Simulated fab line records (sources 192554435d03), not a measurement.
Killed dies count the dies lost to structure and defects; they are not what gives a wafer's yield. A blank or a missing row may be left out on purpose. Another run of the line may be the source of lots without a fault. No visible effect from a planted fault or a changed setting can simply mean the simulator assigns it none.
Chamber matching :: flow n5Finfet :: rieDiel-06 running N5_BEOL_M4_STRIP_19: 4 sister chambers
The step strips in O2. 8 wafers are shown with their chamber, then 7 later ones without.

## WAFERS WITH THEIR CHAMBER
wafer: L080.4
chamber: 2
drypumpMotorCurrentA (A): 5.6
showerheadPlenumPTorr (Torr): 2.15

wafer: L082.5
chamber: 0
drypumpMotorCurrentA (A): 5.2
showerheadPlenumPTorr (Torr): 2.15

wafer: L082.6
chamber: 1
drypumpMotorCurrentA (A): 5.6
showerheadPlenumPTorr (Torr): 2.12

wafer: L085.3
chamber: 0
drypumpMotorCurrentA (A): 5.2
showerheadPlenumPTorr (Torr): 2.14

wafer: L085.4
chamber: 3
drypumpMotorCurrentA (A): 4.9
showerheadPlenumPTorr (Torr): 1.97

wafer: L085.6
chamber: 1
drypumpMotorCurrentA (A): 5.6
showerheadPlenumPTorr (Torr): 2.11

wafer: L086.2
chamber: 3
drypumpMotorCurrentA (A): 5.0
showerheadPlenumPTorr (Torr): 1.97

wafer: L086.3
chamber: 2
drypumpMotorCurrentA (A): 5.6
showerheadPlenumPTorr (Torr): 2.14

## WAFERS WITHOUT THEIR CHAMBER
wafer: L086.5
drypumpMotorCurrentA (A): 5.6
showerheadPlenumPTorr (Torr): 2.14

wafer: L090.4
drypumpMotorCurrentA (A): 5.5
showerheadPlenumPTorr (Torr): 2.11

wafer: L090.5
drypumpMotorCurrentA (A): 5.5
showerheadPlenumPTorr (Torr): 2.11

wafer: L090.6
drypumpMotorCurrentA (A): 5.2
showerheadPlenumPTorr (Torr): 2.14

wafer: L093.1
drypumpMotorCurrentA (A): 4.9
showerheadPlenumPTorr (Torr): 1.97

wafer: L093.2
drypumpMotorCurrentA (A): 5.6
showerheadPlenumPTorr (Torr): 2.14

wafer: L093.6
drypumpMotorCurrentA (A): 4.9
showerheadPlenumPTorr (Torr): 1.97

## CHAMBER TAKEN BY EACH
wafer: L086.5
from the rows above: 2
in truth: 2

wafer: L090.4
from the rows above: 1
in truth: 1

wafer: L090.5
from the rows above: 1
in truth: 1

wafer: L090.6
from the rows above: 0
in truth: 0

wafer: L093.1
from the rows above: 3
in truth: 3

wafer: L093.2
from the rows above: 2
in truth: 2

wafer: L093.6
from the rows above: 3
in truth: 3
Correct placement for 7 of the 7. From these rows, 0 cannot be placed. Wrongly placed: 0.
How it was worked out, from the rows above alone: a wafer's distance from a chamber is the root of the sum, over the readings, of the square of ((its reading less the chamber's mean) divided by the reading's scatter). If the next closest chamber is less than 2 further off than the closest, the wafer can't be placed; otherwise it belongs to the closest. Each chamber's mean is taken over the wafers shown for it. How the scatter is found: for the shown wafers, subtract from each reading the mean of its chamber, square and add these, divide the total by (wafers less chambers), then take the root.
